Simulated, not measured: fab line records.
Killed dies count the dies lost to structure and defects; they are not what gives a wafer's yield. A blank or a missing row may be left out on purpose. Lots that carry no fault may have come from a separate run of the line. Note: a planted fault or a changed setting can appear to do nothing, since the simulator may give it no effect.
fab line records -- flow nand_harc
record lots=5, wafers=15, last_day=33
route steps=1302 shown A_SGD_CUT@901 END@1302
lots that met no fault: taken from a fault-free run of the same line
start_h: the number of hours between the record's first day and the start of the first shown wafer of the lot -- wait_h: hours from the lot's prior step to this one -- " identical to the entry in the row above -- L1.1+2: one row covering several wafers at once -- - no value, or no start was given -- * or withheld: withheld -- < > ~ a bound
route shown NAME@n: names a module that has steps shown in the file, with the first one's number in the route -- usual: the fault-free wafers' mean and standard deviation -- same: alike in all rows -- chamber/n: place in a boat -- sites: readings site by site -- _std_site: the values' standard deviation -- _edge_site: inner sites' mean taken away from outer sites' mean -- radius_mm: how far each site lies from the wafer's centre -- mask NAME#n: copy n -- behind: the tool/chamber that last shaped the wafer -- hold: reason for holding the lot/hours on hold/outcome of the hold -- device: names the non-switching transistor (n, p or np) -- end of line: tests run on the same wafers once the route is complete -- a step with no rows: only its recipe -- killed: the dies lost at the first sort to structure and to defects; this is not the yield of the wafer -- map: shows each die of a wafer: x if killed, . if not, _ if none is there
set.NAME: the run value of the setting; set.NAME@STEP: its run value at that earlier step -- model.NAME: the simulator's own value behind a step, which no gauge read
a table for each step, a row for each wafer; lots at some steps of the route
services: the hour from which a tool's chamber was out of use, counted from the record's first day as start_h (under 0 if before that day), plus the number of hours and why
## steps
# step NHARC_A_SGD_CUT_CD_MEAS_09
# recipe target_cd_nm=100, landing_energy_ev=500
# usual cd_nm=100.0/0.66
lot.wafer,tool,chamber,start_h,wait_h,cd_nm
L363.4,cd_sem-03,0,491.85,-,100.4
L363.5,cd_sem-03,0,491.85,-,99.8
L363.6,cd_sem-03,0,491.85,-,100.4
L364.1,cd_sem-03,0,509.81,-,100.7
L364.2,cd_sem-03,0,509.81,-,99.8
L364.6,cd_sem-03,0,509.81,-,99.8
L369.1,cd_sem-03,0,568.65,-,100.3
L369.3,cd_sem-03,0,568.65,-,99.7
L369.4,cd_sem-03,0,568.65,-,100.0
L370.2,cd_sem-03,0,581.50,-,100.7
L370.3,cd_sem-03,0,581.50,-,101.0
L370.6,cd_sem-03,0,581.50,-,100.6
L379.1,cd_sem-03,0,674.05,-,101.6
L379.2,cd_sem-03,0,674.05,-,100.7
L379.5,cd_sem-03,0,674.05,-,100.9
# step NHARC_A_SGD_CUT_OVL_MEAS_10
# usual overlay_x_nm=-0.1/1, overlay_y_nm=-0.1/0.69
lot.wafer,tool,chamber,start_h,wait_h,overlay_x_nm,overlay_y_nm
L363.4,overlay-02,-,491.94,-,-1.3,0.7
L363.5,overlay-02,-,491.94,-,-1.4,0.3
L363.6,overlay-02,-,491.94,-,-1.6,0.5
L364.1,overlay-02,-,509.89,-,0.4,0.1
L364.2,overlay-02,-,509.89,-,0.3,-0.5
L364.6,overlay-02,-,509.89,-,0.6,-0.6
L369.1,overlay-01,-,568.74,-,-0.2,0.1
L369.3,overlay-01,-,568.74,-,-0.9,-0.5
L369.4,overlay-01,-,568.74,-,-1.0,-0.2
L370.2,overlay-01,-,581.58,-,-0.4,0.3
L370.3,overlay-01,-,581.58,-,-0.2,-0.1
L370.6,overlay-01,-,581.58,-,0.2,0.1
L379.1,overlay-02,-,674.14,-,0.1,-1.0
L379.2,overlay-02,-,674.14,-,0.2,-1.2
L379.5,overlay-02,-,674.14,-,-0.2,-0.9
# step NHARC_A_SGD_CUT_INSPECT_11
# usual raw_defect_count=61/26
lot.wafer,tool,chamber,start_h,wait_h,raw_defect_count
L363.4,defect_inspect-02,-,491.97,0.0,59
L363.5,defect_inspect-02,-,491.97,0.0,64
L363.6,defect_inspect-02,-,491.97,0.0,77
L364.1,defect_inspect-01,-,509.93,0.0,65
L364.2,defect_inspect-01,-,509.93,0.0,53
L364.6,defect_inspect-01,-,509.93,0.0,63
L369.1,defect_inspect-01,-,568.78,0.0,54
L369.3,defect_inspect-01,-,568.78,0.0,57
L369.4,defect_inspect-01,-,568.78,0.0,51
L370.2,defect_inspect-02,-,581.62,0.0,15
L370.3,defect_inspect-02,-,581.62,0.0,14
L370.6,defect_inspect-02,-,581.62,0.0,16
L379.1,defect_inspect-02,-,674.17,0.0,5
L379.2,defect_inspect-02,-,674.17,0.0,6
L379.5,defect_inspect-02,-,674.17,0.0,9
# step NHARC_A_SGD_CUT_DESCUM_14
# recipe time_s=3, o2_flow_sccm=200, ar_flow_sccm=0, bias_power_w=0, chemistry=O2
# usual drypump_motor_current_A=5.59/0.28, oes_product_au=1.005/0.011, rf_vpp_V=57.8/0.9, showerhead_plenum_p_Torr=1.92/0.079, throttle_valve_pct=11.311/0.0092
# same time_s=3
lot.wafer,tool,chamber,start_h,wait_h,drypump_motor_current_A,oes_product_au,rf_hours_counter_h,rf_vpp_V,showerhead_plenum_p_Torr,throttle_valve_pct
L363.4,rie_diel-11,0,492.07,0.1,5.49,0.995,-,58.1,1.92,11.297
L363.5,rie_diel-11,2,492.07,0.1,5.24,1.008,-,57.6,2.00,11.305
L363.6,rie_diel-11,3,492.07,0.1,5.96,1.011,-,57.9,2.01,11.308
L364.1,rie_diel-05,2,509.99,0.1,5.89,1.007,7,57.6,1.80,11.312
L364.2,rie_diel-05,0,509.99,0.1,5.52,1.012,7,57.8,1.87,11.313
L364.6,rie_diel-05,3,509.99,0.1,5.45,1.006,-,57.3,1.86,11.315
L369.1,rie_diel-10,3,568.85,0.1,5.67,0.981,8,57.2,1.91,11.316
L369.3,rie_diel-10,0,568.85,0.1,5.04,0.986,7,57.2,1.83,11.304
L369.4,rie_diel-10,1,568.85,0.1,5.59,1.009,8,60.0,2.06,11.291
L370.2,rie_diel-10,0,581.68,0.1,5.08,0.996,8,56.2,1.83,11.310
L370.3,rie_diel-10,2,581.68,0.1,5.52,1.013,8,58.0,1.88,11.315
L370.6,rie_diel-10,1,581.68,0.1,5.61,1.018,-,58.9,2.06,11.323
L379.1,rie_diel-10,2,674.24,0.1,5.51,1.017,3,58.6,1.88,11.307
L379.2,rie_diel-10,0,674.24,0.1,5.06,0.997,3,58.0,1.83,11.299
L379.5,rie_diel-10,2,674.24,0.1,5.51,1.020,-,56.2,1.88,11.310
# step NHARC_A_SGD_CUT_ETCH_58
# recipe target_depth_a=390, over_etch_frac=0.3, time_s=65, ion_energy_ev=80, cf4_flow_sccm=150, ar_flow_sccm=0, rf_w=300, bias_w=100, chemistry=CF4
# usual drypump_motor_current_A=5.58/0.29, oes_product_au=1.005/0.011, rf_vpp_V=151.2/1.2, showerhead_plenum_p_Torr=1.77/0.068, throttle_valve_pct=13.284/0.0091
# same time_s=65
lot.wafer,tool,chamber,start_h,wait_h,drypump_motor_current_A,oes_product_au,rf_hours_counter_h,rf_vpp_V,showerhead_plenum_p_Torr,throttle_valve_pct
L363.4,rie_diel-11,0,492.16,0.1,5.49,0.991,-,150.5,1.77,13.294
L363.6,rie_diel-11,2,492.16,0.1,5.21,1.002,-,152.3,1.84,13.280
L363.5,rie_diel-11,3,492.16,0.1,5.96,1.012,-,152.0,1.85,13.282
L364.1,rie_diel-05,1,510.08,0.1,5.95,1.015,8,150.2,1.72,13.300
L364.2,rie_diel-05,2,510.08,0.1,5.82,1.003,7,150.2,1.67,13.283
L364.6,rie_diel-05,2,510.08,0.1,5.85,0.993,-,148.7,1.67,13.280
L369.1,rie_diel-10,3,568.93,0.1,5.64,0.999,8,152.2,1.77,13.283
L369.4,rie_diel-10,0,568.93,0.1,5.04,0.995,7,150.3,1.70,13.294
L369.3,rie_diel-10,1,568.93,0.1,5.60,1.017,8,152.5,1.89,13.286
L370.2,rie_diel-10,1,581.76,0.1,5.60,1.008,8,152.5,1.89,13.288
L370.3,rie_diel-10,2,581.76,0.1,5.51,1.027,8,151.0,1.74,13.289
L370.6,rie_diel-10,1,581.76,0.1,5.60,1.008,-,154.1,1.89,13.286
L379.1,rie_diel-10,2,674.33,0.1,5.52,1.014,3,148.4,1.74,13.294
L379.2,rie_diel-10,3,674.33,0.1,5.64,0.993,3,150.7,1.76,13.291
L379.5,rie_diel-10,1,674.33,0.1,5.58,1.017,-,152.1,1.89,13.293
# step NHARC_A_SGD_CUT_ETCH_59
# recipe target_depth_a=2600, over_etch_frac=0.25, time_s=406.25, ion_energy_ev=200, n2_flow_sccm=150, h2_flow_sccm=150, ar_flow_sccm=0, rf_w=400, bias_w=150, chemistry=N2/H2
# step NHARC_A_SGD_CUT_ETCH_15
# recipe target_depth_a=750, time_s=64.3, ch3f_flow_sccm=50, o2_flow_sccm=30, ar_flow_sccm=200, rf_w=500, bias_w=100, chemistry=CH3F/O2
# usual drypump_motor_current_A=5.59/0.28, oes_product_au=0.964/0.02, rf_vpp_V=263.8/1.6, showerhead_plenum_p_Torr=2.46/0.093, throttle_valve_pct=20.663/0.0084
# same time_s=64.3
lot.wafer,tool,chamber,start_h,wait_h,drypump_motor_current_A,oes_product_au,rf_hours_counter_h,rf_vpp_V,showerhead_plenum_p_Torr,throttle_valve_pct
L363.4,rie_diel-11,2,-,-,5.22,0.925,5,264.0,2.56,20.645
L363.5,rie_diel-11,3,-,-,5.97,0.932,-,264.0,2.58,20.657
L363.6,rie_diel-11,0,-,-,5.51,0.927,-,263.0,2.47,20.656
L364.1,rie_diel-05,2,-,-,5.81,0.962,8,260.2,2.32,20.664
L364.2,rie_diel-05,3,-,-,5.45,0.964,7,263.0,2.39,20.660
L364.6,rie_diel-05,3,-,-,5.44,0.959,-,263.5,2.39,20.666
L369.1,rie_diel-10,2,-,-,5.53,0.957,8,263.9,2.41,20.644
L369.4,rie_diel-10,3,-,-,5.65,0.951,8,264.2,2.45,20.668
L369.3,rie_diel-10,1,-,-,5.60,0.979,8,266.0,2.64,20.658
L370.3,rie_diel-10,3,-,-,5.68,0.960,8,264.2,2.45,20.672
L370.2,rie_diel-10,1,-,-,5.59,0.968,9,267.0,2.64,20.666
L370.6,rie_diel-10,2,-,-,5.48,0.986,-,264.9,2.41,20.657
L379.2,rie_diel-10,2,-,-,5.48,0.977,3,262.2,2.41,20.664
L379.1,rie_diel-10,0,-,-,5.09,0.978,4,261.9,2.35,20.666
L379.5,rie_diel-10,2,-,-,5.47,0.980,-,262.9,2.41,20.672
# step NHARC_A_SGD_CUT_ETCH_16
# recipe target_depth_a=3105, time_s=155.2, c4f8_flow_sccm=withheld, o2_flow_sccm=8, ar_flow_sccm=withheld, rf_w=600, bias_w=800, chemistry=C4F8/O2/Ar
# usual oes_product_au=0.976/0.017, rf_vpp_V=723/4.2
# same time_s=155.2
lot.wafer,tool,chamber,start_h,wait_h,oes_product_au,rf_hours_counter_h,rf_vpp_V
L363.4,rie_diel-11,3,-,-,0.957,5,727
L363.6,rie_diel-11,3,-,-,0.971,-,729
L363.5,rie_diel-11,0,-,-,0.944,-,723
L364.2,rie_diel-05,2,-,-,0.984,8,717
L364.1,rie_diel-05,3,-,-,0.979,8,719
L364.6,rie_diel-05,2,-,-,0.988,-,717
L369.4,rie_diel-10,0,-,-,0.958,8,719
L369.1,rie_diel-10,1,-,-,0.975,8,732
L369.3,rie_diel-10,2,-,-,0.973,8,721
L370.2,rie_diel-10,3,-,-,0.979,8,724
L370.3,rie_diel-10,0,-,-,0.956,8,719
L370.6,rie_diel-10,3,-,-,0.970,-,723
L379.1,rie_diel-10,0,-,-,0.987,4,719
L379.2,rie_diel-10,2,-,-,0.989,3,721
L379.5,rie_diel-10,1,-,-,0.985,-,730
# step NHARC_A_SGD_CUT_STRIP_60
# recipe c4f8_flow_sccm=withheld, o2_flow_sccm=8, ar_flow_sccm=withheld, bias_w=0, chemistry=C4F8/O2/Ar
# step NHARC_A_SGD_CUT_STRIP_17
# recipe o2_flow_sccm=500, ar_flow_sccm=0, bias_w=0, chemistry=O2
# usual drypump_motor_current_A=5.60/0.28, oes_product_au=1.005/0.011, rf_vpp_V=57.7/0.95, showerhead_plenum_p_Torr=3.53/0.13, throttle_valve_pct=17.036/0.0086
lot.wafer,tool,chamber,start_h,wait_h,drypump_motor_current_A,oes_product_au,rf_hours_counter_h,rf_vpp_V,showerhead_plenum_p_Torr,throttle_valve_pct
L363.4,rie_diel-11,1,-,-,5.99,0.996,4,57.9,3.69,17.042
L363.6,rie_diel-11,2,-,-,5.23,1.009,-,57.4,3.67,17.027
L363.5,rie_diel-11,3,-,-,5.98,1.027,-,58.6,3.69,17.045
L364.2,rie_diel-05,2,-,-,5.84,0.999,8,56.7,3.33,17.028
L364.1,rie_diel-05,1,-,-,5.94,1.022,8,57.7,3.43,17.025
L364.6,rie_diel-05,2,-,-,5.85,1.019,-,57.7,3.33,17.034
L369.1,rie_diel-10,0,-,-,5.09,0.982,8,58.1,3.39,17.049
L369.3,rie_diel-10,1,-,-,5.62,1.016,8,58.7,3.77,17.044
L369.4,rie_diel-10,2,-,-,5.55,1.013,8,56.4,3.47,17.024
L370.3,rie_diel-10,3,-,-,5.66,0.996,8,59.2,3.52,17.042
L370.2,rie_diel-10,0,-,-,5.04,0.995,8,56.3,3.39,17.038
L370.6,rie_diel-10,0,-,-,5.06,0.981,-,58.2,3.39,17.036
L379.1,rie_diel-10,3,-,-,5.66,0.997,3,56.6,3.52,17.036
L379.2,rie_diel-10,0,-,-,5.09,0.990,4,56.5,3.38,17.055
L379.5,rie_diel-10,3,-,-,5.64,1.001,-,57.0,3.52,17.032
# step NHARC_A_SGD_CUT_PRECLEAN_18
# recipe time_s=*, temp_c=50, bath_age_min=0, chemistry=SC1
# step NHARC_A_SGD_CUT_SRD_19
# step NHARC_A_SGD_CUT_DEP_20
# recipe target_thk_a=1500, temp_c=65, material=SiO2
# usual susceptor_temp_C=65.01/0.13
lot.wafer,tool,chamber,start_h,wait_h,susceptor_temp_C
L363.4,fcvd-01,1,493.32,-,64.97
L363.6,fcvd-01,0,493.32,-,65.12
L363.5,fcvd-01,1,493.32,-,65.01
L364.2,fcvd-01,0,511.12,-,65.05
L364.1,fcvd-01,1,511.12,-,65.09
L364.6,fcvd-01,1,511.12,-,65.09
L369.1,fcvd-01,1,569.96,-,-
L369.3,fcvd-01,1,569.96,-,-
L369.4,fcvd-01,0,569.96,-,-
L370.2,fcvd-01,0,582.83,-,-
L370.3,fcvd-01,0,582.83,-,-
L370.6,fcvd-01,0,582.83,-,-
L379.2,fcvd-02,0,675.35,-,65.27
L379.1,fcvd-02,1,675.35,-,65.03
L379.5,fcvd-02,1,675.35,-,65.22
# step NHARC_A_SGD_CUT_ANNEAL_27
# recipe temp_c=450, time_s=1800
# step NHARC_A_SGD_CUT_CMP_21
# recipe target_thk_nm=148.19
# usual motor_current_A=11.6/1.4, pad_life_wafers=191/110, time_to_endpoint_s=51/3.2
lot.wafer,tool,chamber,start_h,wait_h,motor_current_A,pad_life_wafers,time_to_endpoint_s
L363.4,cmp-02,3,499.19,0.4,13.4,266,53
L363.5,cmp-02,1,499.19,0.4,10.2,-,53
L363.6,cmp-02,2,499.19,0.4,14.5,-,48
L364.1,cmp-02,2,515.80,0.4,13.4,361,49
L364.2,cmp-02,3,515.80,0.4,13.7,362,50
L364.6,cmp-02,1,515.80,0.4,10.6,-,52
L369.3,cmp-02,0,577.37,0.4,10.7,168,21
L369.1,cmp-02,1,577.37,0.4,9.8,169,19
L369.4,cmp-02,2,577.37,0.4,14.0,170,18
L370.2,cmp-04,0,587.64,0.4,9.6,306,52
L370.3,cmp-04,3,587.64,0.4,14.5,309,51
L370.6,cmp-04,0,587.64,0.4,10.9,-,56
L379.2,cmp-01,0,680.37,0.4,10.6,0,57
L379.1,cmp-01,3,680.37,0.4,12.4,3,48
L379.5,cmp-01,1,680.37,0.4,12.0,-,52
# step NHARC_A_SGD_CUT_THK_MEAS_22
# recipe thk_meas_gauge=ellipsometry
# usual thk_nm=148.0/1.4
lot.wafer,tool,chamber,start_h,wait_h,thk_nm
L363.4,film_metro-02,-,499.40,0.2,148.6
L363.5,film_metro-02,-,499.40,0.2,145.9
L363.6,film_metro-02,-,499.40,0.2,147.8
L364.1,film_metro-02,-,516.03,0.2,148.5
L364.2,film_metro-02,-,516.03,0.2,148.3
L364.6,film_metro-02,-,516.03,0.2,150.7
L369.1,film_metro-02,-,577.63,0.2,50.8
L369.3,film_metro-02,-,577.63,0.2,48.7
L369.4,film_metro-02,-,577.63,0.2,48.5
L370.2,film_metro-01,-,587.90,0.2,148.2
L370.3,film_metro-01,-,587.90,0.2,148.0
L370.6,film_metro-01,-,587.90,0.2,150.1
L379.1,film_metro-01,-,680.63,0.2,150.3
L379.2,film_metro-01,-,680.63,0.2,148.8
L379.5,film_metro-01,-,680.63,0.2,147.7
# step NHARC_A_SGD_CUT_SRD_23
# step NHARC_END_SORT_01
# recipe temp_c=25
# usual killed_at_array=57/19, killed_at_other=0.9/1.1, killed_at_periphery=4.0/2.6, killed_dies=62/19, killed_open=3.3/1.8, killed_short=2.4/1.7
# same gross_dies=677
lot.wafer,tool,chamber,start_h,wait_h,killed_at_array,killed_at_other,killed_at_periphery,killed_dies,killed_open,killed_short
L369.1,prober-01,0,686.90,2.5,676,0,1,677,3,3
L369.3,prober-01,0,688.49,3.1,673,1,3,677,1,1
L369.4,prober-01,0,689.28,3.4,673,0,4,677,2,2
# killed by level:class
L369.1 A_SGD_CUT:area_dep=614 A_CHANNEL_HOLE_D1:chamber_film_flake=26 A_SLIT:chamber_film_flake=25 A_STAIRCASE:chamber_film_flake=3 A_WL_FILL:chamber_film_flake=2 P_GATE:geometric_particle:open=1 A_CHANNEL_FILL_D1:geometric_particle:short=1 A_DECK1_JOINT:geometric_particle:open=1
L369.3 A_SGD_CUT:area_dep=626 A_CHANNEL_HOLE_D1:chamber_film_flake=25 A_SLIT:chamber_film_flake=16 P_GATE:chamber_film_flake=2 A_STAIRCASE:chamber_film_flake=2 A_ONON_D1:geometric_particle:open=1 A_CHANNEL_HOLE_D2:geometric_particle:short=1 P_M1:chamber_film_flake=1
L369.4 A_SGD_CUT:area_dep=611 A_CHANNEL_HOLE_D1:chamber_film_flake=26 A_SLIT:chamber_film_flake=25 A_BLC:geometric_particle:short=2 A_ZERO_WELL:chamber_film_flake=2 A_STAIRCASE:chamber_film_flake=2 A_WL_FILL:chamber_film_flake=2 A_CONTACT:chamber_film_flake=2
# map L369.1 (x killed, . not)
____________x____________
_________xxxxxxx_________
_______xxxxxxxxxxx_______
______xxxxxxxxxxxxx______
_____xxxxxxxxxxxxxxx_____
____xxxxxxxxxxxxxxxxx____
____xxxxxxxxxxxxxxxxx____
___xxxxxxxxxxxxxxxxxxx___
___xxxxxxxxxxxxxxxxxxx___
__xxxxxxxxxxxxxxxxxxxxx__
__xxxxxxxxxxxxxxxxxxxxx__
_xxxxxxxxxxxxxxxxxxxxxxx_
_xxxxxxxxxxxxxxxxxxxxxxx_
_xxxxxxxxxxxxxxxxxxxxxxx_
_xxxxxxxxxxxxxxxxxxxxxxx_
_xxxxxxxxxxxxxxxxxxxxxxx_
xxxxxxxxxxxxxxxxxxxxxxxxx
xxxxxxxxxxxxxxxxxxxxxxxxx
xxxxxxxxxxxxxxxxxxxxxxxxx
xxxxxxxxxxxxxxxxxxxxxxxxx
xxxxxxxxxxxxxxxxxxxxxxxxx
_xxxxxxxxxxxxxxxxxxxxxxx_
_xxxxxxxxxxxxxxxxxxxxxxx_
_xxxxxxxxxxxxxxxxxxxxxxx_
_xxxxxxxxxxxxxxxxxxxxxxx_
_xxxxxxxxxxxxxxxxxxxxxxx_
__xxxxxxxxxxxxxxxxxxxxx__
__xxxxxxxxxxxxxxxxxxxxx__
___xxxxxxxxxxxxxxxxxxx___
___xxxxxxxxxxxxxxxxxxx___
____xxxxxxxxxxxxxxxxx____
____xxxxxxxxxxxxxxxxx____
_____xxxxxxxxxxxxxxx_____
______xxxxxxxxxxxxx______
_______xxxxxxxxxxx_______
_________xxxxxxx_________
____________x____________
# map L364.1 (x killed, . not)
____________.____________
_________......._________
_______..........._______
______.............______
_____..............._____
____x................____
____.......x.........____
___............x......___
___...................___
__..............x......__
__....xx...............__
_...........x..........._
_.x..x..x.x............._
_...x....x.............._
_..x.xxx................_
_x..xxxxx..............._
....x.xxxxx..........x...
....xxxx.x.......x.......
...xxxxx...........x.....
....x..x.x...............
...x.xx.....x............
_...x.............x....._
_..x................x..._
_...xx........x.x......._
_......................._
_.............x........._
__.....................__
__.................x..x__
___...................___
___.......x...........___
____.................____
____.................____
_____..............._____
______.............______
_______..........._______
_________......._________
____________.____________
## services
tool,chamber,start_h,hours,kind
cmp-01,-,479.67,4.0,pm
cmp-04,-,487.81,0.3,repair
rie_diel-11,1,487.95,4.5,repair
cmp-04,-,503.26,4.0,pm
rie_diel-11,2,505.16,5.1,repair
rie_diel-05,0,511.53,4.4,repair
rie_diel-05,3,516.60,3.3,repair
fcvd-02,0,523.72,17.1,repair
cmp-02,-,528.09,4.0,pm
rie_diel-11,3,533.93,1.6,repair
rie_diel-11,-,541.86,0.1,repair
rie_diel-10,0,543.35,1.4,repair
fcvd-01,-,547.00,13.0,pm
cmp-02,-,550.62,2.5,repair
rie_diel-05,-,583.60,9.0,pm
cmp-02,-,593.44,0.8,repair
rie_diel-10,-,596.56,9.0,pm
rie_diel-11,-,601.62,17.9,repair
rie_diel-11,-,619.54,9.0,pm
rie_diel-10,3,621.14,7.9,repair
rie_diel-10,2,622.55,3.5,repair
cmp-02,-,624.68,2.9,repair
cmp-02,-,627.60,4.0,pm
cmp-02,-,666.15,0.5,repair
## key
first_sign step=NHARC_A_SGD_CUT_DEP_20, reading=tool_record, direction=missing
effect step=NHARC_A_SGD_CUT_CMP_21, reading=time_to_endpoint_s, direction=down, sigmas=10, usual=*, struck=*
effect step=NHARC_A_SGD_CUT_THK_MEAS_22, reading=thk_nm, direction=down, sigmas=70, usual=148.0, struck=49.3
effect step=NHARC_END_SORT_01, reading=killed_dies, direction=up, sigmas=33, usual=62, struck=677
more_kills_born_at NHARC_A_SGD_CUT_DEP_20@fcvd-01=1851
met_at NHARC_A_SGD_CUT_DEP_20
struck_wafers L369.1,L369.3,L369.4
later_rows_left_out L369.1,L369.3,L369.4
tester_left_out L369
onset_between 511.12 569.96
fault kind=skipped_step_whole, tool=fcvd-01,fcvd-02, chamber=-, onset_h=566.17, steps=NHARC_A_SGD_CUT_DEP_20, scope=struck_lots_only
# tester_left_out: of these lots the tester's yield and bins aren't shown, on N5 and GAA mostly nor the transistor test; their killed dies are dies lost to structure and defects alone, not to doping, threshold or leakage, so they don't give the yield
# later_rows_left_out: the simulator's readings of these wafers behind a module that went badly wrong aren't trusted and aren't shown, but for the sort
